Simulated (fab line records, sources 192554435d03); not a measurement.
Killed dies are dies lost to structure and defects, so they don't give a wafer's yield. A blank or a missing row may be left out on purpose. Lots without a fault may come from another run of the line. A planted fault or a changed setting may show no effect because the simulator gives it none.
Which tool did it? | flow n5_finfet | 20 lots, 60 wafers sampled, at 3 steps of a route of 1938

WHAT THE GAUGES READ, wafer by wafer
N5_MOL_CONTACT_COAG_INSPECT_10: inspects for defects (brightfield).
lot  | measured     | on                | raw_defect_count
L075 | day 4 22:26  | defect_inspect-02 | 71 61 45
L078 | day 5 17:30  | defect_inspect-02 | 71 73 93
L079 | day 5 22:10  | defect_inspect-01 | 94 62 44
L080 | day 6 05:17  | defect_inspect-01 | 26 82 66
L081 | day 6 08:53  | defect_inspect-02 | 53 41 71
L082 | day 6 14:33  | defect_inspect-01 | 55 30 17
L083 | day 6 21:20  | defect_inspect-01 | 61 59 52
L084 | day 7 04:18  | defect_inspect-02 | 57 42 51
L085 | day 7 11:08  | defect_inspect-01 | 54 58 37
L086 | day 7 15:40  | defect_inspect-02 | 68 89 73
L087 | day 7 20:47  | defect_inspect-02 | 49 67 49
L088 | day 8 03:44  | defect_inspect-02 | 65 76 106
L089 | day 8 08:35  | defect_inspect-02 | 46 104 39
L090 | day 8 19:50  | defect_inspect-01 | 49 97 41
L091 | day 8 22:00  | defect_inspect-02 | 49 78 47
L092 | day 9 04:57  | defect_inspect-02 | 46 52 71
L093 | day 9 07:44  | defect_inspect-01 | 98 115 83
L094 | day 9 14:17  | defect_inspect-02 | 38 40 36
L095 | day 10 04:37 | defect_inspect-02 | 58 41 56
L097 | day 10 08:06 | defect_inspect-01 | 38 61 61

WHICH TOOL RAN EACH LOT (tool, then ch and the chambers of the sampled wafers, then the start)
lot  | N5_GATE_CUT_ETCH_36                | N5_GATE_CUT_STRIP_41
L075 | rie_diel-06 ch 1,2,3, day 4 17:43  | rie_diel-06 ch 1,2,3, day 4 17:53
L078 | rie_diel-06 ch 0,1,2, day 5 13:41  | rie_diel-06 ch 0,1,2, day 5 13:51
L079 | rie_diel-06 ch 2,3, day 5 18:11    | rie_diel-06 ch 2,3, day 5 18:22
L080 | rie_diel-03 ch 0,1, day 6 01:19    | rie_diel-03 ch 0,1, day 6 01:29
L081 | rie_diel-03 ch 0,1,3, day 6 04:46  | rie_diel-03 ch 0,1,3, day 6 04:56
L082 | rie_diel-06 ch 0,3, day 6 10:43    | rie_diel-06 ch 0,3, day 6 10:53
L083 | rie_diel-04 ch 1,3, day 6 17:31    | rie_diel-04 ch 1,3, day 6 17:41
L084 | rie_diel-03 ch 1,2, day 7 00:29    | rie_diel-03 ch 1,2, day 7 00:39
L085 | rie_diel-04 ch 0,2,3, day 7 07:12  | rie_diel-04 ch 0,2,3, day 7 07:22
L086 | rie_diel-04 ch 0,1, day 7 11:54    | rie_diel-04 ch 0,1, day 7 12:04
L087 | rie_diel-06 ch 0,1,2, day 7 17:05  | rie_diel-06 ch 0,1,2, day 7 17:15
L088 | rie_diel-04 ch 0,3, day 8 00:02    | rie_diel-04 ch 0,3, day 8 00:12
L089 | rie_diel-04 ch 0,1, day 8 04:46    | rie_diel-04 ch 0,1, day 8 04:56
L090 | rie_diel-04 ch 0,2,3, day 8 15:37  | rie_diel-04 ch 0,2,3, day 8 15:47
L091 | rie_diel-03 ch 2,3, day 8 17:50    | rie_diel-03 ch 2,3, day 8 18:01
L092 | rie_diel-06 ch 2,3, day 9 00:41    | rie_diel-06 ch 2,3, day 9 00:52
L093 | rie_diel-04 ch 1,2, day 9 03:46    | rie_diel-04 ch 1,2, day 9 03:56
L094 | rie_diel-06 ch 0,1,3, day 9 10:25  | rie_diel-06 ch 0,1,3, day 9 10:35
L095 | rie_diel-04 ch 0,1,3, day 10 00:41 | rie_diel-04 ch 0,1,3, day 10 00:51
L097 | rie_diel-06 ch 0,1, day 10 04:17   | rie_diel-06 ch 0,1, day 10 04:27
- N5_GATE_CUT_ETCH_36: etches SiARC in CF4, target depth 13 nm, time 21.7 s.
- N5_GATE_CUT_STRIP_41: strips in CF4.

WHAT THE TOOLS THEMSELVES READ (means of the sampled wafers that have a number; where no wafer has one, the mark that the record gives instead)
N5_GATE_CUT_ETCH_36.
lot  | tool        | drypump_motor_current_A (A) | etch_rf_on_time_s (s) | oes_product_au (a.u.) | rf_vpp_V (V) | showerhead_plenum_p_Torr (Torr) | throttle_valve_pct (%)
L075 | rie_diel-06 | 5.9                         | 21.5                  | 0.65                  | 182.6        | 2.06                            | 15.62
L078 | rie_diel-06 | 5.6                         | 22.0                  | 0.64                  | 183.4        | 2.12                            | 15.87
L079 | rie_diel-06 | 5.7                         | 22.1                  | 0.64                  | 183.3        | 2.06                            | 15.65
L080 | rie_diel-03 | 5.7                         | 21.7                  | 0.61                  | 183.8        | 2.18                            | 15.58
L081 | rie_diel-03 | 6.0                         | 21.9                  | 0.65                  | 184.0        | 2.14                            | 15.59
L082 | rie_diel-06 | 6.1                         | 21.5                  | 0.61                  | 183.4        | 2.10                            | 15.61
L083 | rie_diel-04 | 5.7                         | 21.2                  | 0.71                  | 184.9        | 2.25                            | 15.50
L084 | rie_diel-03 | 5.4                         | 22.1                  | 0.75                  | 184.7        | 2.17                            | 15.50
L085 | rie_diel-04 | 5.9                         | 21.4                  | 0.70                  | 184.9        | 2.19                            | 15.50
L086 | rie_diel-04 | 5.7                         | 21.4                  | 0.68                  | 185.4        | 2.19                            | 15.54
L087 | rie_diel-06 | 5.6                         | 22.0                  | 0.63                  | 184.2        | 2.12                            | 15.91
L088 | rie_diel-04 | 5.7                         | 21.6                  | 0.75                  | 184.4        | 2.16                            | 15.26
L089 | rie_diel-04 | 5.7                         | 21.2                  | 0.68                  | 183.5        | 2.18                            | 15.55
L090 | rie_diel-04 | 5.8                         | 21.4                  | 0.78                  | 184.4        | 2.18                            | 15.36
L091 | rie_diel-03 | 6.1                         | 22.0                  | 0.73                  | 182.3        | 2.11                            | 15.54
L092 | rie_diel-06 | 6.0                         | 21.8                  | 0.61                  | 183.8        | 2.05                            | 15.55
L093 | rie_diel-04 | 5.8                         | 21.4                  | 0.70                  | 185.4        | 2.21                            | 15.64
L094 | rie_diel-06 | 5.9                         | 21.6                  | 0.61                  | 183.3        | 2.10                            | 15.79
L095 | rie_diel-04 | 5.7                         | 21.5                  | 0.69                  | 184.0        | 2.19                            | 15.47
L097 | rie_diel-06 | 5.8                         | 21.7                  | 0.62                  | 183.2        | 2.11                            | 15.93

N5_GATE_CUT_STRIP_41.
lot  | tool        | drypump_motor_current_A (A) | oes_product_au (a.u.) | rf_vpp_V (V) | showerhead_plenum_p_Torr (Torr) | throttle_valve_pct (%)
L075 | rie_diel-06 | 5.9                         | 0.177                 | 269.6        | 1.73                            | 13.60
L078 | rie_diel-06 | 5.6                         | 0.174                 | 270.8        | 1.78                            | 13.84
L079 | rie_diel-06 | 5.8                         | 0.174                 | 269.7        | 1.72                            | 13.61
L080 | rie_diel-03 | 5.6                         | 0.167                 | 271.6        | 1.83                            | 13.61
L081 | rie_diel-03 | 6.0                         | 0.175                 | 272.1        | 1.79                            | 13.59
L082 | rie_diel-06 | 6.1                         | 0.166                 | 270.7        | 1.76                            | 13.60
L083 | rie_diel-04 | 5.7                         | 0.195                 | 271.7        | 1.88                            | 13.46
L084 | rie_diel-03 | 5.5                         | 0.209                 | 271.0        | 1.81                            | 13.44
L085 | rie_diel-04 | 5.8                         | 0.189                 | 271.8        | 1.83                            | 13.47
L086 | rie_diel-04 | 5.7                         | 0.181                 | 272.2        | 1.83                            | 13.51
L087 | rie_diel-06 | 5.6                         | 0.172                 | 271.7        | 1.77                            | 13.88
L088 | rie_diel-04 | 5.7                         | 0.201                 | 271.2        | 1.81                            | 13.22
L089 | rie_diel-04 | 5.7                         | 0.185                 | 271.8        | 1.83                            | 13.52
L090 | rie_diel-04 | 5.8                         | 0.211                 | 273.3        | 1.83                            | 13.30
L091 | rie_diel-03 | 6.2                         | 0.199                 | 270.3        | 1.77                            | 13.51
L092 | rie_diel-06 | 6.1                         | 0.165                 | 270.2        | 1.71                            | 13.53
L093 | rie_diel-04 | 5.8                         | 0.186                 | 271.9        | 1.85                            | 13.60
L094 | rie_diel-06 | 6.0                         | 0.164                 | 270.1        | 1.76                            | 13.78
L095 | rie_diel-04 | 5.7                         | 0.186                 | 272.3        | 1.84                            | 13.44
L097 | rie_diel-06 | 5.8                         | 0.170                 | 270.9        | 1.77                            | 13.91

THE ANSWER, worked out from the rows above alone
Rule: what is usual is taken from the lots themselves. Put in order of their means at a reading, lots are off if they are a third of the lots or fewer, leave a main group of 4 or more, and stand apart from it by a gap of 3 or more times the standard deviation of the main group's means; of several such gaps the widest counts. A main group whose means are all the same, to the digits that the tables above print for the reading, isn't used. A lot without any number at a reading at which 4 lots or more have one is off too. The other lots that the step has rows for count as sound. The gauges are gone through in route order, then the tools' own readings, and for those a lot's mean is taken as printed above. The first step at which some lot is off is used, and at that step the reading that is off furthest; a lot without a number counts as furthest.
No lot is off at any reading shown: from this, nothing can be told.

WHAT THE SIMULATOR HAD PUT IN
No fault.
